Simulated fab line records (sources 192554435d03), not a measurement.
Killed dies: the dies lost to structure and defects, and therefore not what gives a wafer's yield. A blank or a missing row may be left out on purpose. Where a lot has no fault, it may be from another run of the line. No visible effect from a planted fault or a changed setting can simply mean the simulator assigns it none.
fab line records	flow n5_finfet
[record] lots = 10	wafers = 30	last_day = 20
route steps=1938 shown BEOL_M11@1556
lots untouched by any fault: they come from a run of this same line in which no faults occurred
start_h: hours from the record's first day to the start of the lot's first wafer shown	wait_h: hours since the lot's step before	" the same as in the row above	L1.1+2: a row that stands for several wafers	- value missing, or start not given	* or withheld: withheld	< > ~ a bound
route shown NAME@n: NAME is a module with steps in the file, n the number in the route of the first one	usual: the fault-free wafers' mean and standard deviation	same: alike in all rows	chamber/n: place in a boat	sites: the reading at each site	_std_site: how widely they spread, as a standard deviation	_edge_site: inner sites' mean taken away from outer sites' mean	radius_mm: how far each site lies from the wafer's centre	mask NAME#n: copy n	behind: the last tool/chamber to shape the wafer	hold: why the lot went on hold/how many hours it stayed there/how the hold came to an end	device: transistor that didn't switch, given as n, p or np	end of line: tests of these same wafers at the route's end	a step given without rows: its recipe and nothing more	killed: dies lost to structure and defects at the first sort, not the wafer's yield	map: per-die view of a wafer (x killed, . not killed, _ where there is no die)
set.NAME: the setting the step ran with; set.NAME@STEP: the setting that earlier step ran with	model.NAME: the simulator's own value behind a step, which no gauge read
a sample of lots followed through the steps of the route, with each step as a table and each wafer as a row
services: when a tool's chamber went out of use (start_h, in hours from the record's first day, below 0 if earlier), for how many hours, and the reason
[[steps]]
[step N5_BEOL_M11_STRIP_67]
[recipe] chemistry = CF4	resist = SiARC	power_w = 300	bias_power_w = 75	pressure_mtorr = 50	cf4_flow_sccm = 150	rf_frequency_hz = 6e+07
[usual] bias_power_w = 75.02/0.21	drypump_motor_current_A = 5.7/0.42	oes_product_au = 0.77/0.078	rf_vpp_V = 270.5/1.4	showerhead_plenum_p_Torr = 1.77/0.055	throttle_valve_pct = 13.66/0.2
lot.wafer	tool	chamber	start_h	wait_h	bias_power_w	drypump_motor_current_A	oes_product_au	rf_hours_counter_h	rf_vpp_V	showerhead_plenum_p_Torr	throttle_valve_pct
L230.2	rie_diel-02	2	268.87	0.0	74.81	6.1	0.83	81	268.5	1.74	13.56
L230.5	"	2	"	"	74.75	6.0	0.83	-	270.0	1.74	13.56
L230.6	"	3	"	"	75.26	5.9	0.72	-	270.0	1.72	13.63
L234.1	rie_diel-05	2	297.32	0.0	75.05	6.2	0.89	34	270.1	1.76	13.54
L234.3	"	0	"	"	74.90	5.8	0.68	240	270.6	1.77	13.56
L234.5	"	0	"	"	75.32	5.8	0.68	-	269.3	1.77	13.58
L232.1	rie_diel-03	0	297.46	0.0	74.97	5.9	0.78	128	272.4	1.87	13.68
L232.2	"	1	"	"	74.66	5.7	0.71	215	271.6	1.77	13.93
L232.4	"	3	"	"	74.96	5.5	0.69	208	273.5	1.84	13.78
L239.1	rie_diel-02	2	322.14	0.0	74.89	6.0	0.81	100	271.4	1.74	13.61
L239.4	"	3	"	"	75.24	5.9	0.71	215	269.8	1.71	13.67
L239.6	"	1	"	"	75.27	5.6	0.72	-	268.4	1.71	13.86
L243.2	rie_diel-02	3	352.81	0.0	74.97	5.9	0.69	229	269.6	1.71	13.72
L243.3	"	3	"	"	74.69	5.9	0.69	-	267.4	1.71	13.70
L243.5	"	2	"	"	75.19	6.0	0.80	-	270.8	1.73	13.63
L245.2	rie_diel-03	3	369.75	0.0	74.75	5.5	0.68	225	271.1	1.84	13.81
L245.4	"	3	"	"	74.76	5.5	0.68	-	271.3	1.84	13.83
L245.5	"	1	"	"	74.88	5.7	0.69	-	271.4	1.77	13.95
L249.1	rie_diel-03	1	383.95	0.0	75.39	5.7	0.69	230	269.1	1.77	13.99
L249.3	"	3	"	"	75.09	5.5	0.68	231	271.5	1.83	13.85
L249.5	"	1	"	"	75.11	5.7	0.70	-	271.9	1.77	13.98
L252.1	rie_diel-05	0	412.21	0.0	74.59	5.8	0.91	22	270.2	1.76	13.09
L252.2	"	3	"	"	75.21	6.4	0.71	219	271.1	1.77	14.00
L252.3	"	1	"	"	74.79	5.4	0.79	110	270.6	1.80	13.37
L251.1	rie_diel-02	1	420.37	0.0	74.95	5.6	0.71	223	269.8	1.70	13.91
L251.2	"	2	"	"	75.40	6.1	0.78	135	269.3	1.73	13.68
L251.4	"	2	"	"	74.96	6.1	0.78	-	270.4	1.73	13.68
L253.4	rie_diel-02	0	427.63	0.0	75.32	4.8	0.85	-	271.8	1.82	13.55
L253.5	"	1	"	"	74.71	5.6	0.71	-	269.9	1.70	13.93
L253.6	"	2	"	"	75.35	6.1	0.78	-	269.8	1.73	13.69
[step N5_BEOL_M11_VIA_ETCH_34]
[recipe] chemistry = C4F6/O2	target = SiCOH_lowk	target_depth_a = 1845	mask_material = SOC	taper_deg = 4	time_s = 69.2	ion_energy_ev = 250	pressure_mtorr = 30	source_w = 345	bias_w = 185	Ar_flow_sccm = 300	C4F6_flow_sccm = 10	O2_flow_sccm = 10
[usual] drypump_motor_current_A = 5.8/0.38	oes_product_au = 0.78/0.089	rf_vpp_V = 665/5.6	run_length_s = 92.7/0.35	showerhead_plenum_p_Torr = 2.82/0.086	throttle_valve_pct = 20.97/0.23
lot.wafer	tool	chamber	start_h	wait_h	drypump_motor_current_A	oes_product_au	rf_hours_counter_h	rf_vpp_V	run_length_s	showerhead_plenum_p_Torr	throttle_valve_pct
L230.2	rie_diel-03	2	270.28	0.0	5.7	0.68	229	666	92.7	2.72	21.07
L230.5	"	2	"	"	5.7	0.68	-	666	92.7	2.72	21.12
L230.6	"	3	"	"	5.5	0.69	-	670	93.0	2.95	21.10
L232.1	rie_diel-02	1	302.66	0.0	5.6	0.72	189	656	92.9	2.71	21.13
L232.2	"	2	"	"	6.0	0.83	92	666	92.7	2.77	21.00
L232.4	"	3	"	"	5.9	0.70	-	651	92.9	2.71	20.85
L234.1	rie_diel-03	2	302.99	0.0	5.7	0.68	238	666	98.4	2.71	21.12
L234.3	"	1	"	"	5.7	0.69	216	659	92.4	2.83	21.36
L234.5	"	1	"	"	5.7	0.71	-	659	92.6	2.83	21.34
L239.1	rie_diel-03	2	323.14	0.0	5.7	0.66	247	666	98.3	2.71	21.11
L239.4	"	3	"	"	5.6	0.67	-	670	93.5	2.94	21.13
L239.6	"	2	"	"	5.7	0.67	-	666	98.6	2.71	21.13
L243.2	rie_diel-05	3	355.28	0.0	6.4	0.72	203	669	92.6	2.82	21.28
L243.3	"	1	"	"	5.4	0.82	94	669	92.9	2.88	20.76
L243.5	"	0	"	"	5.8	0.97	-	664	92.2	2.80	20.45
L245.2	rie_diel-05	1	372.48	0.0	5.3	0.82	99	671	93.0	2.87	20.76
L245.4	"	0	"	"	5.8	0.95	9	665	92.2	2.80	20.47
L245.5	"	3	"	"	6.4	0.71	-	669	92.8	2.82	21.29
L249.1	rie_diel-05	1	386.14	0.0	5.3	0.81	103	670	92.8	2.87	20.76
L249.3	"	0	"	"	5.8	0.92	13	663	92.1	2.80	20.46
L249.5	"	0	"	"	5.8	0.93	-	663	91.7	2.80	20.47
L252.1	rie_diel-02	3	413.72	0.0	5.9	0.69	250	650	92.7	2.69	20.94
L252.2	"	2	"	"	6.1	0.79	132	665	92.4	2.75	21.04
L252.3	"	1	"	"	5.6	0.71	220	657	92.8	2.70	21.18
L251.1	rie_diel-03	1	421.65	0.0	5.7	0.68	238	658	92.9	2.82	21.39
L251.2	"	3	"	"	5.5	0.67	239	669	93.2	2.93	21.18
L251.4	"	2	"	"	5.7	0.93	9	677	93.2	3.04	20.78
L253.4	rie_diel-03	3	429.02	0.0	5.5	0.67	241	669	93.5	2.93	21.18
L253.5	"	0	"	"	5.9	0.75	-	667	92.4	2.95	21.01
L253.6	"	3	"	"	5.5	0.67	-	669	93.1	2.93	21.18
[step N5_BEOL_M11_ETCH_41]
[recipe] chemistry = CH3F/O2	target = SiCN	target_depth_a = 426	taper_deg = 2	time_s = 86	ion_energy_ev = 120	mask_material = TiN	pressure_mtorr = 30	source_w = 395	bias_w = 75	Ar_flow_sccm = 150	CH3F_flow_sccm = 30	O2_flow_sccm = 20
[usual] drypump_motor_current_A = 5.8/0.38	oes_product_au = 0.78/0.09	rf_vpp_V = 296.9/1.6	run_length_s = 109.5/0.37	showerhead_plenum_p_Torr = 1.98/0.063	throttle_valve_pct = 16.38/0.25
lot.wafer	tool	chamber	start_h	wait_h	drypump_motor_current_A	oes_product_au	rf_hours_counter_h	rf_vpp_V	run_length_s	showerhead_plenum_p_Torr	throttle_valve_pct
L230.2	rie_diel-03	2	-	-	5.7	0.69	229	296.1	109.5	1.90	16.55
L230.5	"	2	"	"	5.7	0.69	-	296.1	109.5	1.90	16.53
L230.6	"	3	"	"	5.5	0.70	-	299.5	110.0	2.07	16.52
L232.1	rie_diel-02	1	-	-	5.6	0.72	189	295.5	110.0	1.90	16.58
L232.2	"	2	"	"	6.1	0.83	92	296.0	109.6	1.94	16.37
L232.4	"	3	"	"	5.9	0.71	-	293.8	110.0	1.90	16.32
L234.1	rie_diel-03	2	-	-	5.6	0.68	238	293.1	109.9	1.90	16.57
L234.3	"	1	"	"	5.8	0.70	216	296.2	109.3	1.99	16.75
L234.5	"	1	"	"	5.8	0.70	-	296.6	110.0	1.99	16.74
L239.1	rie_diel-03	2	-	-	5.7	0.67	247	295.1	109.5	1.90	16.60
L239.4	"	3	"	"	5.5	0.67	-	298.8	110.1	2.07	16.57
L239.6	"	2	"	"	5.7	0.67	-	293.4	109.9	1.90	16.58
L243.2	rie_diel-05	3	-	-	6.4	0.72	204	297.5	110.1	1.98	16.71
L243.3	"	1	"	"	5.3	0.83	94	296.8	109.3	2.02	16.15
L243.5	"	0	"	"	5.8	0.98	-	296.2	108.8	1.97	15.82
L245.2	rie_diel-05	1	-	-	5.4	0.82	99	297.8	109.3	2.02	16.15
L245.4	"	0	"	"	5.8	0.95	9	295.4	108.5	1.97	15.83
L245.5	"	3	"	"	6.3	0.72	-	295.0	109.3	1.98	16.72
L249.1	rie_diel-05	1	-	-	5.3	0.81	103	299.5	109.3	2.02	16.16
L249.3	"	0	"	"	5.8	0.93	14	296.7	108.7	1.96	15.84
L249.5	"	0	"	"	5.8	0.93	-	297.0	108.8	1.96	15.85
L252.1	rie_diel-02	3	-	-	5.9	0.68	250	295.7	109.6	1.89	16.39
L252.2	"	2	"	"	6.1	0.78	132	295.6	109.7	1.93	16.45
L252.3	"	1	"	"	5.6	0.69	221	295.9	109.4	1.89	16.63
L251.1	rie_diel-03	1	-	-	5.7	0.68	238	295.8	109.7	1.98	16.79
L251.2	"	3	"	"	5.5	0.66	239	299.5	110.1	2.06	16.61
L251.4	"	2	"	"	5.7	0.93	9	300.7	109.7	2.14	16.11
L253.4	rie_diel-03	3	-	-	5.5	0.67	241	298.4	110.2	2.06	16.61
L253.5	"	0	"	"	5.9	0.75	-	297.3	109.7	2.07	16.43
L253.6	"	3	"	"	5.5	0.66	-	299.0	110.2	2.06	16.63
[step N5_BEOL_M11_CD_MEAS_35]
[recipe] target_cd_nm = 70	polarity = opening
[usual] cd_nm = 69.9/0.52
lot.wafer	tool	chamber	start_h	wait_h	cd_nm
L230.2	cd_sem-01	-	270.72	0.0	70.1
L230.5	"	-	"	"	69.7
L230.6	"	-	"	"	70.0
L232.1	cd_sem-01	-	303.10	0.0	69.7
L232.2	"	-	"	"	69.8
L232.4	"	-	"	"	69.8
L234.1	cd_sem-02	-	303.43	0.0	71.2
L234.3	"	-	"	"	70.1
L234.5	"	-	"	"	69.8
L239.1	cd_sem-03	-	323.58	0.0	69.5
L239.4	"	-	"	"	68.9
L239.6	"	-	"	"	70.2
L243.2	cd_sem-01	-	355.72	0.0	69.9
L243.3	"	-	"	"	69.5
L243.5	"	-	"	"	69.0
L245.2	cd_sem-02	-	372.92	0.0	70.3
L245.4	"	-	"	"	70.1
L245.5	"	-	"	"	69.8
L249.1	cd_sem-03	-	386.59	0.0	70.0
L249.3	"	-	"	"	69.6
L249.5	"	-	"	"	69.4
L252.1	cd_sem-02	-	414.16	0.0	69.8
L252.2	"	-	"	"	69.9
L252.3	"	-	"	"	69.9
L251.1	cd_sem-03	-	422.09	0.0	70.2
L251.2	"	-	"	"	69.7
L251.4	"	-	"	"	69.9
L253.4	cd_sem-03	-	429.46	0.0	70.6
L253.5	"	-	"	"	69.9
L253.6	"	-	"	"	69.9
[[services]]
tool	chamber	start_h	hours	kind
rie_diel-05	0	249.90	1.2	repair
rie_diel-02	3	250.98	4.4	repair
rie_diel-03	3	251.86	6.5	repair
rie_diel-05	2	281.14	7.1	repair
rie_diel-02	0	294.77	12.3	repair
rie_diel-03	1	312.30	15.5	repair
rie_diel-05	3	315.21	3.1	repair
rie_diel-02	2	322.19	4.5	repair
rie_diel-03	-	327.21	28.1	pm
rie_diel-05	-	329.22	0.3	repair
rie_diel-02	-	332.96	1.8	repair
rie_diel-02	0	350.85	2.9	repair
rie_diel-03	2	358.60	-	clean
rie_diel-03	2	358.60	-	consumable_replace:focus_ring
rie_diel-03	2	358.60	-	consumable_replace:showerhead
rie_diel-03	2	358.60	21.6	scheduled_down
rie_diel-03	2	358.60	21.6	vent_cycle
rie_diel-02	-	368.45	4.3	pm
rie_diel-03	-	374.24	1.1	repair
rie_diel-05	3	381.29	7.0	repair
rie_diel-03	-	408.89	2.8	pm
rie_diel-02	-	412.46	0.3	repair
rie_diel-02	3	414.83	-	clean
rie_diel-02	3	414.83	-	consumable_replace:focus_ring
[[key]]
[first_sign] step = N5_BEOL_M11_VIA_ETCH_34	reading = run_length_s	direction = up	sigmas = 16	usual = *	struck = *
effect none on later readings
met_at N5_BEOL_M11_VIA_ETCH_34
struck_lots L234,L239
struck_wafers L234.1,L239.1,L239.6
not_acting_at N5_BEOL_M11_STRIP_67,N5_BEOL_M11_ETCH_41,N5_BEOL_M11_CD_MEAS_35
onset_between 270.28 302.99
[fault] kind = process_parameter_drift	tool = rie_diel-03	chamber = -	onset_h = 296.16	steps = N5_BEOL_M11_VIA_ETCH_34	channel = time_s	offset = *	shape = step	end_h = 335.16	scope = struck_wafers_only	acts_in = *	stated = *
